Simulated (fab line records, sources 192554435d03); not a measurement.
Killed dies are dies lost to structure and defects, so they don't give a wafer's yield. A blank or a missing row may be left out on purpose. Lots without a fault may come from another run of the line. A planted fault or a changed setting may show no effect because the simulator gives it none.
fab line records | flow n5_finfet
record lots=6 wafers=16 last_day=17
route steps=1938 shown FIN_SAQP@90 BEOL_M4@1111
lots that met no fault: from a run of the same line without faults
start_h: hours from the record's first day to the start of the lot's first wafer shown | wait_h: hours since the lot's step before | " the same as in the row above | L1.1+2: a row that stands for several wafers | - no value, or no start given | * or withheld: withheld | < > ~ a bound
route shown NAME@n: a module of which the file shows steps, and the number in the route of the first | usual: mean/standard deviation of fault-free wafers | same: alike in all rows | chamber/n: place in a boat | sites: the reading at each site | _std_site: their standard deviation | _edge_site: outer sites' mean less inner sites' | radius_mm: how far each site lies from the wafer's centre | mask NAME#n: copy n | behind: the tool/chamber that last shaped the wafer | hold: why the lot was held/for how many hours/how that ended | device: the transistor (n, p or np) that didn't switch | end of line: the same wafers' tests at the end of the route | a step without rows: its recipe alone | killed: dies lost to structure and defects at the first sort, not the wafer's yield | map: a wafer's dies, x killed, . not, _ none there
set.NAME: the setting as run; set.NAME@STEP: as run at that earlier step | model.NAME: the simulator's own value behind a step, which no gauge read
lots at some steps of the route; a table a step, a row a wafer
services: from which hour (start_h, from the record's first day; less than 0 if before it) a tool's chamber was out of use, for how many hours, and why
## steps
# step N5_FIN_SAQP_PRECLEAN_42
# recipe chemistry=O3/DIW time_s=60 temp_c=22 o3_ppm=10
# step N5_FIN_SAQP_PRECLEAN_00
# recipe chemistry=SC1 time_s=60 temp_c=55 mix=1:2:50
# step N5_FIN_SAQP_PRECLEAN_44
# recipe chemistry=SC2 time_s=45 temp_c=35 mix=1:1:50
# step N5_FIN_SAQP_SRD_01
# recipe dry=ipa_marangoni time_s=30 temp_c=23 rinse_liquid=diw
# step N5_FIN_SAQP_ALD_61
# recipe material=SiO2 target_thk_a=40 temp_c=300 ald_precursor_family=BDEAS ald_co_reactant=O2-plasma pulse_time_s=1 purge_time_s=2 co_reactant_purge_time_s=2 ald_cycles=43 pressure_torr=2
# usual heater_power_w=480/57 precursor_pulse_height_rel=1.000/0.018
# same pulse_time_s=1
# columns lot.wafer tool chamber start_h wait_h heater_power_w precursor_pulse_height_rel
L526.2 ald_sin-01 3 19.96 0.0 434 1.060
L526.4 " 1 " " 500 1.001
L526.6 " 3 " " 437 1.001
L534.1 ald_sin-04 1 68.74 0.0 422 1.008
L534.2 " 2 " " 487 1.014
L534.6 " 3 " " 399 1.017
L541.2 ald_sin-01 1 110.32 0.0 486 1.020
L541.3 " 2 " " 395 0.981
L542.4 ald_sin-02 1 117.44 0.0 490 1.008
L542.5 " 3 " " 530 0.993
L542.6 " 0 " " 531 0.984
L543.3 ald_sin-02 0 129.32 0.0 536 1.001
L543.4 " 2 " " 483 1.022
L547.1 ald_sin-01 0 146.90 0.0 587 0.985
L547.3 " 3 " " 445 0.970
L547.5 " 0 " " 581 0.991
# step N5_FIN_SAQP_DENSIFY_62
# recipe temp_c=700 time_s=60 ambient=N2 idle_temp_c=600 ramp_up_c_per_s=150 ramp_down_c_per_s=60 cool_to_c=600
# step N5_FIN_SAQP_HM_DEP_03
# recipe material=SiNx target_thk_a=380 temp_c=400 precursor=SiH4/NH3/N2 pressure_torr=1.5 rf_w=300 time_s=33.6
# step N5_FIN_SAQP_THK_MEAS_05
# usual thk_nm=38.0/0.51
# columns lot.wafer tool chamber start_h wait_h thk_nm
L526.2 film_metro-02 - 20.53 0.1 38.0
L526.4 " - " " 38.1
L526.6 " - " " 38.8
L534.1 film_metro-02 - 69.26 0.1 37.4
L534.2 " - " " 37.3
L534.6 " - " " 38.1
L541.2 film_metro-02 - 110.94 0.1 37.6
L541.3 " - " " 37.8
L542.4 film_metro-01 - 118.14 0.0 38.1
L542.5 " - " " 37.6
L542.6 " - " " 38.7
L543.3 film_metro-02 - 130.35 0.1 37.8
L543.4 " - " " 38.2
L547.1 film_metro-01 - 147.44 0.1 37.9
L547.3 " - " " 37.7
L547.5 " - " " 38.4
# step N5_FIN_SAQP_PECVD_47
# recipe material=a-Si target_thk_a=450 temp_c=400 precursor=SiH4/He pressure_torr=3 rf_w=100 time_s=36.3
# usual heater_power_w=750/78 showerhead_plenum_p_Torr=5.67/0.041 throttle_valve_pct=18.4/0.81
# columns lot.wafer tool chamber start_h wait_h heater_power_w showerhead_plenum_p_Torr throttle_valve_pct
L526.2 pecvd-04 1 20.57 0.0 696 5.65 19.4
L526.4 " 1 " " 712 5.64 19.3
L526.6 " 0 " " 912 5.65 17.6
L534.1 pecvd-02 2 69.30 0.0 827 5.67 16.6
L534.2 " 0 " " 792 5.55 18.8
L534.6 " 0 " " 790 5.56 18.7
L541.2 pecvd-01 1 110.98 0.0 722 5.67 18.1
L541.3 " 2 " " 616 5.70 18.0
L542.4 pecvd-01 2 118.20 0.1 671 5.70 17.8
L542.5 " 0 " " 752 5.69 18.2
L542.6 " 1 " " 684 5.66 18.3
L543.3 pecvd-01 2 130.39 0.0 646 5.71 18.2
L543.4 " 0 " " 734 5.67 18.3
L547.1 pecvd-01 0 147.48 0.0 708 5.68 18.2
L547.3 " 1 " " 707 5.66 18.2
L547.5 " 0 " " 701 5.68 18.4
# step N5_FIN_SAQP_PECVD_48
# recipe material=SiNx target_thk_a=250 temp_c=400 precursor=SiH4/NH3/N2 pressure_torr=1.5 rf_w=300 time_s=22.1
# step N5_FIN_SAQP_PECVD_06
# recipe material=a-Si target_thk_a=600 temp_c=400 precursor=SiH4/He pressure_torr=3 rf_w=100 time_s=48.1
# usual heater_power_w=738/80 showerhead_plenum_p_Torr=5.67/0.04 throttle_valve_pct=18.4/0.83
# columns lot.wafer tool chamber start_h wait_h heater_power_w showerhead_plenum_p_Torr throttle_valve_pct
L526.2 pecvd-04 1 20.65 0.0 711 5.63 19.3
L526.4 " 1 " " 724 5.63 19.3
L526.6 " 0 " " 888 5.64 17.2
L534.1 pecvd-02 2 69.38 0.0 787 5.68 16.5
L534.2 " 0 " " 826 5.55 18.9
L534.6 " 0 " " 832 5.58 18.7
L541.2 pecvd-01 1 111.06 0.0 671 5.66 18.2
L541.3 " 2 " " 616 5.71 17.8
L542.4 pecvd-01 2 118.29 0.0 664 5.70 17.8
L542.5 " 0 " " 690 5.68 18.3
L542.6 " 1 " " 625 5.66 18.2
L543.3 pecvd-01 2 130.47 0.0 588 5.72 17.7
L543.4 " 0 " " 721 5.70 18.0
L547.1 pecvd-01 0 147.56 0.0 761 5.68 18.1
L547.3 " 1 " " 729 5.66 18.2
L547.5 " 0 " " 724 5.69 18.4
# step N5_FIN_SAQP_THK_MEAS_07
# usual thk_nm=59.8/0.85
# columns lot.wafer tool chamber start_h wait_h thk_nm
L526.2 film_metro-02 - 20.74 0.1 60.0
L526.4 " - " " 59.9
L526.6 " - " " 60.7
L534.1 film_metro-02 - 69.47 0.1 59.4
L534.2 " - " " 59.4
L534.6 " - " " 60.6
L541.2 film_metro-01 - 111.15 0.1 58.9
L541.3 " - " " 59.2
L542.4 film_metro-02 - 118.35 0.0 58.7
L542.5 " - " " 59.5
L542.6 " - " " 59.3
L543.3 film_metro-02 - 130.56 0.1 59.4
L543.4 " - " " 61.4
L547.1 film_metro-02 - 147.65 0.1 58.1
L547.3 " - " " 58.5
L547.5 " - " " 59.2
# step N5_FIN_SAQP_HM_DEP_72
# recipe material=SiO2 target_thk_a=120 temp_c=400 precursor=SiH4/N2O pressure_torr=0.75 rf_w=275 time_s=7.2
# usual heater_power_w=671/80 showerhead_plenum_p_Torr=8.15/0.11
# columns lot.wafer tool chamber start_h wait_h heater_power_w showerhead_plenum_p_Torr model.SiO2_of_FIN_SAQP_HM_DEP_72.thk_nm
L526.2 pecvd-04 2 20.78 0.0 651 8.21 11.91
L526.4 " 2 " " 632 8.21 11.94
L526.6 " 0 " " 753 8.06 12.06
L534.1 pecvd-01 2 69.51 0.0 574 8.25 12.07
L534.2 " 1 " " 649 8.14 12.29
L534.6 " 0 " " 682 8.18 12.1
L541.2 pecvd-01 2 111.18 0.0 513 8.28 11.97
L541.3 " 0 " " 618 8.20 12.68
L542.4 pecvd-02 0 118.41 0.1 697 7.85 12.41
L542.5 " 2 " " 802 8.20 12.11
L542.6 " 1 " " 705 8.24 12.19
L543.3 pecvd-01 1 130.59 0.0 630 8.13 12.84
L543.4 " 2 " " 595 8.26 13.09
L547.1 pecvd-02 0 147.69 0.0 762 7.88 12.12
L547.3 " 1 " " 755 8.30 12.26
L547.5 " 2 " " 822 8.19 12.25
# step N5_FIN_SAQP_COAT_49
# recipe resist=SOC temp_c=250 time_s=60 spin_rpm=1500 resist_thk_nm=100
# step N5_FIN_SAQP_COAT_50
# recipe resist=SiARC temp_c=220 time_s=60 spin_rpm=1500 resist_thk_nm=35
# step N5_FIN_SAQP_COAT_10
# recipe resist=CAR-ArF spin_rpm=1500 resist_thk_nm=90
# step N5_FIN_SAQP_EBR_12
# recipe solvent=PGMEA ebr_width_mm=1.5
# step N5_FIN_SAQP_SOFTBAKE_11
# recipe temp_c=110 time_s=60 resist=CAR-ArF
# step N5_FIN_SAQP_EXPOSE_13
# recipe mask_id=FIN_CORE na=1.35 source_shape=dipole sigma_inner=0.538 sigma_outer=0.738 polarization=te target_cd_nm=35.6 dose_mj=63.25
# step N5_FIN_SAQP_PEB_14
# recipe peb_temp_c=withheld peb_time_s=60 resist=CAR-ArF
# step N5_FIN_SAQP_DEVELOP_15
# recipe develop_time_s=30 developer=TMAH resist=CAR-ArF dev_temp_c=23 rinse_liquid=diw dry=air_spin
# step N5_FIN_SAQP_CD_MEAS_16
# recipe target_cd_nm=35.6 landing_energy_ev=500 detector=se_inlens
# usual cd_nm=35.60/0.29
# columns lot.wafer tool chamber start_h wait_h cd_nm
L526.2 cd_sem-03 0 21.13 - 35.21
L526.4 " 0 " " 35.46
L526.6 " 0 " " 35.51
L534.1 cd_sem-03 0 69.96 - 35.87
L534.2 " 0 " " 35.74
L534.6 " 0 " " 35.69
L541.2 cd_sem-01 0 111.63 - 35.04
L541.3 " 0 " " 35.56
L542.4 cd_sem-02 0 125.32 - 35.72
L542.5 " 0 " " 35.55
L542.6 " 0 " " 35.70
L543.3 cd_sem-01 0 130.92 - 35.68
L543.4 " 0 " " 35.65
L547.1 cd_sem-02 0 148.13 - 35.90
L547.3 " 0 " " 35.60
L547.5 " 0 " " 36.36
# step N5_FIN_SAQP_OVL_MEAS_17
# recipe points_per_wafer=44
# usual FIN_CORE_OVL=-0.2/0.87
# columns lot.wafer tool chamber start_h wait_h FIN_CORE_OVL[nm]
L526.2 overlay-01 0 21.17 0.0 -3.3
L526.4 " 0 " " -1.4
L526.6 " 0 " " -1.1
L534.1 overlay-01 0 70.00 0.0 -1.7
L534.2 " 0 " " -0.6
L534.6 " 0 " " -1.3
L541.2 overlay-01 0 111.67 0.0 -1.7
L541.3 " 0 " " 0.0
L542.4 overlay-01 0 125.35 0.0 0.9
L542.5 " 0 " " -0.8
L542.6 " 0 " " 1.2
L543.3 overlay-02 0 130.96 0.0 -0.3
L543.4 " 0 " " 0.1
L547.1 overlay-02 0 148.17 0.0 -0.8
L547.3 " 0 " " 0.4
L547.5 " 0 " " -1.1
# step N5_FIN_SAQP_INSPECT_18
# recipe mode=adi inspect_instrument=brightfield
# usual raw_defect_count=429/120
# columns lot.wafer tool chamber start_h wait_h raw_defect_count
L526.2 defect_inspect-01 - 21.19 0.0 375
L526.4 " - " " 486
L526.6 " - " " 359
L534.1 defect_inspect-02 - 70.02 0.0 846
L534.2 " - " " 478
L534.6 " - " " 348
L541.2 defect_inspect-02 - 111.69 0.0 402
L541.3 " - " " 358
L542.4 defect_inspect-01 - 125.38 0.0 379
L542.5 " - " " 317
L542.6 " - " " 409
L543.3 defect_inspect-02 - 130.98 0.0 371
L543.4 " - " " 438
L547.1 defect_inspect-02 - 148.20 0.0 249
L547.3 " - " " 211
L547.5 " - " " 404
# step N5_FIN_SAQP_DESCUM_21
# recipe chemistry=O2 time_s=7.9 source_power_w=50 bias_power_w=20 pressure_mtorr=20 rf_frequency_hz=2.712e+07 temp_c=40 resist=CAR-ArF o2_flow_sccm=225
# step N5_FIN_SAQP_ETCH_51
# recipe chemistry=CF4 target=SiARC target_depth_a=455 mask_material=CAR-ArF time_s=75.8 ion_energy_ev=80 pressure_mtorr=40 source_w=545 bias_w=36 Ar_flow_sccm=100 cf4_flow_sccm=100 ends=cleared
# usual cf4_flow_sccm=100.1/0.32 drypump_motor_current_A=5.9/0.4 etch_rf_on_time_s=76.1/1.2 oes_product_au=0.65/0.064 rf_vpp_V=184.3/1 showerhead_plenum_p_Torr=2.16/0.051 throttle_valve_pct=15.70/0.15
# columns lot.wafer tool chamber start_h wait_h cf4_flow_sccm drypump_motor_current_A etch_rf_on_time_s oes_product_au rf_hours_counter_h rf_vpp_V showerhead_plenum_p_Torr throttle_valve_pct
L526.2 rie_diel-03 3 21.26 0.0 100.3 6.1 76.3 0.63 181 183.5 2.13 15.65
L526.4 " 2 " " 99.8 5.8 78.9 0.64 124 183.2 2.14 15.68
L526.6 " 1 " " 99.8 6.0 76.2 0.62 - 183.3 2.13 15.87
L534.1 rie_diel-03 3 71.47 0.0 99.8 6.1 75.9 0.62 200 182.1 2.12 15.70
L534.2 " 0 " " 100.1 5.5 75.0 0.62 190 184.4 2.21 15.57
L534.6 " 2 " " 99.5 5.8 78.1 0.63 - 184.4 2.14 15.69
L541.2 rie_diel-01 0 111.76 0.0 100.2 6.5 75.3 0.80 8 184.4 2.28 15.60
L541.3 " 3 " " 99.7 6.1 74.2 0.77 30 184.7 2.18 15.60
L542.4 rie_diel-01 3 125.64 0.0 100.0 6.1 74.0 0.75 - 185.2 2.18 15.62
L542.5 " 0 " " 99.7 6.5 75.0 0.80 - 185.4 2.28 15.60
L542.6 " 2 " " 100.8 5.9 74.9 0.67 - 185.2 2.16 15.46
L543.3 rie_diel-04 3 131.05 0.0 100.2 6.0 76.9 0.60 236 183.1 2.12 15.76
L543.4 " 0 " " 99.2 5.4 77.8 0.60 209 184.0 2.12 15.61
L547.1 rie_diel-01 0 148.34 0.0 99.9 6.5 75.5 0.77 20 186.1 2.27 15.63
L547.3 " 2 " " 99.8 5.9 75.8 0.66 136 185.4 2.15 15.47
L547.5 " 3 " " 100.8 6.1 74.5 0.75 - 184.4 2.18 15.64
# step N5_FIN_SAQP_ETCH_52
# recipe chemistry=N2/H2 target=SOC target_depth_a=1000 overetch_a=200 mask_material=SiARC temp_c=40 time_s=150 ion_energy_ev=200 pressure_mtorr=30 source_w=840 bias_w=150 n2_flow_sccm=200 h2_flow_sccm=200 ends=end_point
# usual drypump_motor_current_A=5.9/0.4 h2_flow_sccm=200.1/0.63 oes_product_au=0.68/0.063 rf_vpp_V=524.4/2 showerhead_plenum_p_Torr=2.56/0.064 throttle_valve_pct=17.96/0.16
# columns lot.wafer tool chamber start_h wait_h drypump_motor_current_A h2_flow_sccm oes_product_au rf_hours_counter_h rf_vpp_V showerhead_plenum_p_Torr throttle_valve_pct
L526.2 rie_diel-03 3 21.31 0.0 6.1 200.9 0.66 181 522.8 2.53 17.84
L526.4 " 2 " " 5.8 200.1 0.67 124 524.9 2.56 17.90
L526.6 " 1 " " 6.0 200.9 0.64 - 522.0 2.53 18.19
L534.1 rie_diel-03 3 71.52 0.0 6.2 199.6 0.64 200 523.2 2.52 17.87
L534.2 " 0 " " 5.5 200.2 0.64 190 526.9 2.64 17.80
L534.6 " 2 " " 5.8 199.7 0.67 - 524.4 2.55 17.93
L541.2 rie_diel-01 0 111.82 0.0 6.5 200.0 0.83 8 526.7 2.71 17.83
L541.3 " 3 " " 6.1 200.2 0.79 30 525.3 2.59 17.87
L542.4 rie_diel-01 3 125.72 0.0 6.1 199.8 0.78 - 526.0 2.59 17.88
L542.5 " 0 " " 6.5 199.7 0.82 - 530.1 2.71 17.83
L542.6 " 2 " " 5.9 199.5 0.69 - 524.4 2.56 17.73
L543.3 rie_diel-04 3 131.11 0.0 6.1 200.4 0.62 236 523.5 2.51 18.04
L543.4 " 0 " " 5.4 200.1 0.64 209 523.6 2.52 17.94
L547.1 rie_diel-01 0 148.40 0.0 6.5 200.1 0.81 20 528.7 2.70 17.84
L547.3 " 2 " " 5.9 199.5 0.69 136 525.0 2.55 17.74
L547.5 " 3 " " 6.1 198.8 0.78 - 526.4 2.58 17.87
# step N5_FIN_SAQP_STRIP_53
# recipe chemistry=N2/H2 temp_c=40 n2_flow_sccm=200 h2_flow_sccm=200 rf_frequency_hz=6e+07
# step N5_FIN_SAQP_HM_OPEN_73
# recipe chemistry=CHF3/O2 target=SiO2 stop_on=a-Si target_depth_a=120 over_etch_frac=1.8 mask_material=SOC time_s=16.8 pressure_mtorr=30 source_w=650 bias_w=170 Ar_flow_sccm=200 CHF3_flow_sccm=50 O2_flow_sccm=5 ion_energy_ev=200 ends=end_point
# usual CHF3_flow_sccm=50.00/0.16 drypump_motor_current_A=5.9/0.4 oes_product_au=0.46/0.043 rf_vpp_V=524/5.5 showerhead_plenum_p_Torr=2.42/0.058 throttle_valve_pct=18.90/0.15
# columns lot.wafer tool chamber start_h wait_h CHF3_flow_sccm drypump_motor_current_A oes_product_au rf_hours_counter_h rf_vpp_V showerhead_plenum_p_Torr throttle_valve_pct model.etch.depth_nm
L526.2 rie_diel-03 3 21.42 0.0 49.89 6.2 0.44 181 532 2.39 18.82 11.91
L526.4 " 2 " " 50.26 5.8 0.46 124 523 2.41 18.88 11.94
L526.6 " 1 " " 50.07 6.0 0.43 - 526 2.39 19.08 12.06
L534.1 rie_diel-03 3 71.63 0.0 50.14 6.1 0.44 200 531 2.38 18.84 12.07
L534.2 " 0 " " 49.97 5.5 0.44 190 519 2.49 18.77 12.29
L534.6 " 2 " " 49.76 5.8 0.45 - 523 2.41 18.90 12.1
L541.2 rie_diel-01 0 111.92 0.0 49.84 6.4 0.56 9 537 2.56 18.85 11.97
L541.3 " 3 " " 50.08 6.1 0.53 30 521 2.46 18.88 12.68
L542.4 rie_diel-01 3 125.80 0.0 49.99 6.1 0.53 - 523 2.45 18.87 12.41
L542.5 " 0 " " 50.23 6.5 0.56 - 535 2.56 18.88 12.11
L542.6 " 2 " " 50.10 5.9 0.46 - 525 2.43 18.67 12.19
L543.3 rie_diel-04 3 131.21 0.0 50.15 6.0 0.43 236 516 2.38 18.88 12.84
L543.4 " 0 " " 50.07 5.4 0.44 209 526 2.38 18.79 13.09
L547.1 rie_diel-01 0 148.50 0.0 49.56 6.5 0.54 20 536 2.56 18.87 12.12
L547.3 " 2 " " 50.05 5.9 0.46 136 527 2.42 18.68 12.26
L547.5 " 3 " " 50.07 6.1 0.52 - 520 2.45 18.90 12.25
# step N5_FIN_SAQP_STRIP_74
# recipe chemistry=CHF3/O2 resist=SiARC rf_frequency_hz=6e+07
# step N5_BEOL_M4_RC_MEAS_101
# usual DIBL_N=36.3/1.2 DIBL_P=36.7/1.5 IOFF_N=0.164/0.02 IOFF_P=0.214/0.024 ION_N=673/8.5 ION_P=461/5.9 SS_N=71.6/0.44 SS_P=73.3/0.55 VT_N=249.4/2.4 VT_P=-250.0/2.3
# columns lot.wafer tool chamber start_h wait_h DIBL_N[mV/V] DIBL_P[mV/V] IOFF_N[nA/um] IOFF_P[nA/um] ION_N[uA/um] ION_P[uA/um] SS_N[mV/dec] SS_P[mV/dec] VT_N[mV] VT_P[mV]
L526.2 prober-01 0 158.24 0.2 35.1 35.1 0.145 0.184 670 460 71.3 73.2 251.1 -252.7
L526.4 " 0 " " 37.0 37.0 0.173 0.213 679 459 72.0 72.8 249.2 -248.5
L526.6 " 0 " " 33.9 33.9 0.127 0.173 668 459 71.4 72.7 253.1 -251.3
L534.1 prober-01 0 233.70 0.0 35.2 36.6 0.156 0.211 676 465 70.9 72.7 247.4 -249.8
L534.2 " 0 " " 35.7 36.8 0.159 0.204 677 457 71.3 73.1 248.4 -252.8
L534.6 " 0 " " 35.8 37.0 0.169 0.213 676 459 71.2 72.8 249.8 -250.5
L541.2 prober-02 0 260.07 0.2 35.0 35.8 0.133 0.198 669 465 71.0 72.8 254.1 -248.2
L541.3 " 0 " " 35.7 36.7 0.147 0.218 673 466 71.1 73.3 252.8 -246.9
L542.4 prober-02 0 269.64 0.5 35.1 35.0 0.141 0.202 673 470 71.4 73.9 250.7 -248.7
L542.5 " 0 " " 36.4 36.7 0.170 0.235 684 469 71.8 73.5 247.5 -247.0
L542.6 " 0 " " 36.2 35.9 0.164 0.214 674 464 71.7 73.3 249.1 -249.4
L543.3 prober-02 0 283.15 0.3 36.9 38.5 0.214 0.250 692 473 72.3 74.0 243.5 -248.5
L543.4 " 0 " " 36.1 36.1 0.174 0.210 674 466 72.0 73.3 249.3 -251.5
L547.1 prober-01 0 300.04 0.0 36.3 37.0 0.167 0.223 677 466 71.0 72.8 248.7 -250.5
L547.3 " 0 " " 37.6 37.8 0.191 0.241 672 455 72.1 73.7 245.5 -250.5
L547.5 " 0 " " 35.0 35.8 0.150 0.207 676 464 71.3 72.3 247.3 -251.2
## services
# columns tool chamber start_h hours kind
ald_sin-04 - 17.15 0.4 repair
rie_diel-01 3 21.17 - clean
rie_diel-01 3 21.17 - consumable_replace:focus_ring
rie_diel-01 3 21.17 15.2 scheduled_down
rie_diel-01 3 21.17 15.2 vent_cycle
rie_diel-04 2 44.97 6.9 repair
pecvd-02 0 50.25 3.6 repair
pecvd-04 - 56.13 2.8 pm
rie_diel-04 - 59.15 0.5 repair
ald_sin-01 1 59.55 1.4 repair
rie_diel-04 - 63.20 14.6 pm
rie_diel-01 0 73.23 - clean
rie_diel-01 0 73.23 - consumable_replace:focus_ring
rie_diel-01 0 73.23 - consumable_replace:showerhead
ald_sin-02 2 79.01 4.0 repair
ald_sin-04 - 85.12 6.0 pm
rie_diel-03 3 90.78 8.7 repair
pecvd-02 0 92.22 3.7 repair
pecvd-04 - 112.14 0.4 repair
ald_sin-04 2 114.10 2.2 repair
rie_diel-03 2 120.65 6.2 repair
rie_diel-01 1 121.10 5.2 repair
ald_sin-04 - 136.39 2.8 pm
pecvd-04 - 140.80 0.6 repair
## key
first_sign none at tools or gauges
model_effect step=N5_FIN_SAQP_HM_DEP_72 value=SiO2_of_FIN_SAQP_HM_DEP_72.thk_nm without=12.03 struck=12.87
model_effect step=N5_FIN_SAQP_HM_OPEN_73 value=etch.depth_nm without=12.03 struck=12.87
met_at N5_FIN_SAQP_HM_DEP_72
struck_wafers L541.3,L543.3,L543.4
onset_between 69.51 111.18
fault kind=process_parameter_drift tool=pecvd-01 chamber=- onset_h=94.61 steps=N5_FIN_SAQP_HM_DEP_72 channel=time_s offset=* shape=step end_h=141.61 scope=struck_wafers_only acts_in=* stated=*
